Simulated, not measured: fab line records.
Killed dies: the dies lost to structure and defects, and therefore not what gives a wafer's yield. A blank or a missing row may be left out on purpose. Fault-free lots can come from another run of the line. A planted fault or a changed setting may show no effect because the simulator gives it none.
A struck lot beside a sound one	flow n5-finfet	20 steps out of a route of 1938
Sound: these wafers, L472.1, L472.4, L472.5. Struck: wafer L486.1 (L486.3, L486.4, from the same lot, were not struck and are left out); the cause is given at the end.
Order at every step that has rows: each side's tool, ch and its chambers, its first start. Under that, the readings that differ: sound wafers	struck wafers	difference of the means	sigmas: that difference in standard deviations of wafers without a fault.
alike: readings with means less than 2 such deviations apart, plus words and numbers identical on both sides. not compared: withheld readings, readings lacking a value on some wafer, bounds such as >300 that could conceal the same value, and numbers that have no deviation in the record and whose values overlap.
A row with sigmas, a row that says differs or no value, or rows on one side alone: a step with any of these is where the two part. Numbers that have no deviation but don't overlap get no sigmas and don't part them. A reading that every wafer of one side lacks parts them only if that side has two wafers or more.

first, 8 steps without rows for these wafers: N5_BEOL_M12_COAT_58 (time 60 s, resist thk 89 nm); N5_BEOL_M12_COAT_04 (resist thk 400 nm); N5_BEOL_M12_EBR_06; N5_BEOL_M12_SOFTBAKE_05 (time 60 s); N5_BEOL_M12_EXPOSE_07 (exposes mask V11); N5_BEOL_M12_PEB_08 (peb time 90 s); N5_BEOL_M12_DEVELOP_09 (develop time 45 s); N5_BEOL_M12_HARDBAKE_14 (time 120 s).
N5_BEOL_M12_CD_MEAS_10: target cd 140 nm.
  sound on cd-sem-03 ch 0, day 12 13:30; struck on cd-sem-03 ch 0, day 15 18:56
  alike: cd-nm
N5_BEOL_M12_OVL_MEAS_11:
  sound on overlay-02 ch 0, day 12 13:32; struck on overlay-01 ch 0, day 15 18:58
  alike: V11_OVL
N5_BEOL_M12_INSPECT_12: inspects for defects (macro).
  sound: defect-inspect-02 at day 12 13:33; struck: defect-inspect-02 at day 15 18:59
  alike: raw-defect-count
N5_BEOL_M12_DESCUM_15: chemistry O2, time 7.9 s.
  sound on rie-diel-06 ch 0,3, day 12 13:35; struck on rie-diel-05 ch 3, day 15 19:25
reading	sound	struck	difference	sigmas
throttle-valve-pct (%)	20.64 20.74 20.75	20.09	-0.62	-2
  alike: drypump-motor-current-A, oes-product-au, rf-vpp-V, showerhead-plenum-p-Torr
  not compared: rf-hours-counter-h
N5_BEOL_M12_ETCH_59: etches BARC in N2/H2, target depth 89 nm, overetch 26.7 nm, time 67.9 s.
  sound on rie-diel-06 ch 0,3, day 12 13:37; struck on rie-diel-05 ch 3, day 15 19:28
reading	sound	struck	difference	sigmas
model.coat_of_BEOL_M12_COAT_04.thk-nm (nm)	318.2 318 317.6	284.2	-33.7	
  alike: drypump-motor-current-A, oes-product-au, rf-vpp-V, showerhead-plenum-p-Torr, throttle-valve-pct
  not compared: rf-hours-counter-h
N5_BEOL_M12_VIA_ETCH_16: etches SiOC in C4F8/O2/Ar, target depth 724.8 nm.
  sound on rie-diel-06 ch 0,3, day 12 13:40; struck on rie-diel-05 ch 3, day 15 19:31
reading	sound	struck	difference	sigmas
C4F8_flow_sccm (sccm)	15.00 15.02 15.08	14.92	-0.11	-3
showerhead-plenum-p-Torr (Torr)	3.30 3.37 3.37	3.56	+0.21	+2
model.coat_of_BEOL_M12_COAT_04.thk-nm (nm)	122.8 120.6 122.2	92	-30	
  alike: drypump-motor-current-A, mfc-ar-sccm, oes-product-au, rf-vpp-V, throttle-valve-pct
N5_BEOL_M12_STRIP_63: strips in N2/H2.
  sound on plasma-asher-02 ch 0,1, day 12 13:52; struck on plasma-asher-01 ch 0, day 15 19:43
reading	sound	struck	difference	sigmas
drypump-motor-current-A (A)	6.0 6.2 6.2	5.3	-0.8	-2
oes-product-au (a.u.)	0.691 0.688 0.686	0.679	-0.009	-2
strip-time-to-endpoint-s (s)	42.4 41.8 42.3	34.0	-8.2	-9
  alike: heater-power-w
  not compared: rf-hours-counter-h
N5_BEOL_M12_STRIP_64: strips in N2/H2.
  sound on plasma-asher-02 ch 0,1, day 12 13:56; struck on plasma-asher-01 ch 0, day 15 19:46
reading	sound	struck	difference	sigmas
drypump-motor-current-A (A)	6.0 6.2 6.2	5.3	-0.8	-2
  alike: heater-power-w, oes-product-au, strip-time-to-endpoint-s
  not compared: rf-hours-counter-h
then, 2 steps without rows for these wafers: N5_BEOL_M12_STRIP_71 (strips in post etch residue remover, time 60 s); N5_BEOL_M12_SRD_72 (time 30 s, dry time 30 s).
N5_BEOL_M12_CD_MEAS_17: target cd 140 nm.
  sound: cd-sem-03 at day 12 14:05; struck: cd-sem-03 at day 15 19:56
reading	sound	struck	difference	sigmas
cd-nm (nm)	142.2 140.6 143.7	148.7	+6.5	+3
then, 1 step without rows for these wafers: N5_BEOL_M12_COAT_65 (time 60 s, resist thk 300 nm).

WHERE THEY PART
Earliest at N5_BEOL_M12_DESCUM_15; latest, in this record, at N5_BEOL_M12_CD_MEAS_17.

WHY: the cause the simulator had injected
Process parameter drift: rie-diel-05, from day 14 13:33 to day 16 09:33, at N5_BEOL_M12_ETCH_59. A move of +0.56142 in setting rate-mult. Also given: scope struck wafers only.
